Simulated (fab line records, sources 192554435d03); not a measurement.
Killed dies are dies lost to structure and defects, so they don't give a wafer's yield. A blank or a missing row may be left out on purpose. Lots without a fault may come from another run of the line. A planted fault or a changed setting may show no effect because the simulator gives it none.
Problem report in the 8D (eight disciplines) form, filled by code | flow n5_finfet | the parts of the form that need people (team, actions taken, sign-off) are left out

1. THE PROBLEM
temp_c at N5_DUMMY_REMOVAL_PRECLEAN_08 reads a mean of 29.28 C on 6 wafers of 2 lots; wafers without a fault read 29.99 C with a standard deviation of 0.11. That is -6.5 standard deviations from the usual mean.
The step: cleans in NF3:NH3, afs cycles 2, time 20 s, sublimation time 60 s.
First seen on wafer L565.1, day 6 13:06, on remote_plasma-02. The record holds 30 wafers of 10 lots with a number at this step. Rule for "out", or "out of limits": more than 4 standard deviations from the usual mean. The other wafers with a number count as sound.

2. WHAT IT IS AND WHAT IT IS NOT
question                    | is                     | is not
which readings at this step | temp_c                 | -
which lots                  | L565, L568             | L556, L558, L559, L560, L567, L576, L577, L578
which wafers of those lots  | all that have a number | -
read on which tools         | remote_plasma-02       | remote_plasma-01
when                        | from day 6 13:06       | up to then (12 sound wafers); but 12 sound wafers of L567, L576, L577, L578 came after

3. SUSPECTS, AND WHAT RULES EACH OUT
Counting: a tool at a process step up to the reading stays a suspect if it ran every lot that is out and no sound lot after the first of them.
- remote_plasma-02 at N5_DUMMY_REMOVAL_PRECLEAN_08 (cleans in NF3:NH3, afs cycles 2, time 20 s, sublimation time 60 s): ruled out as a lasting fault. Sound lots L577 ran on it after its first lot that is out, L565 (day 6 13:06).
Left after counting: nothing in the record.

4. THE CAUSE (what the simulator had put in)
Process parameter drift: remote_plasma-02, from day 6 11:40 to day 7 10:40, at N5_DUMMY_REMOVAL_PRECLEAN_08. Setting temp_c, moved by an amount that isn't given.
Counting ruled it out, wrongly.

5. THE CHAIN OF EFFECTS, in route order
Each row: a reading whose mean over the struck wafers that have a number lies more than 3 standard deviations from the usual. Only readings for which the record gives a usual standard deviation are gone through. hours: the time from each lot's start at the first step in this table that gives one to its start at this step, as a median over the lots. sigmas: the change in usual standard deviations.
hours | step                         | reading | usual   | on struck wafers | change | sigmas
0     | N5_DUMMY_REMOVAL_PRECLEAN_08 | temp_c  | 29.99 C | 29.28            | -0.71  | -6.5
The process steps in it:
- N5_DUMMY_REMOVAL_PRECLEAN_08: cleans in NF3:NH3, afs cycles 2, time 20 s, sublimation time 60 s.
Later measuring or inspecting steps at which every struck wafer that the step has a row for has a number for every such reading, and none has moved that far: N5_BEOL_M4_RC_MEAS_101.

6. WHAT WOULD HAVE CAUGHT IT SOONER
In this record the first reading out of limits was taken at day 6 13:06, 1 hour after the fault began at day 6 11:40.
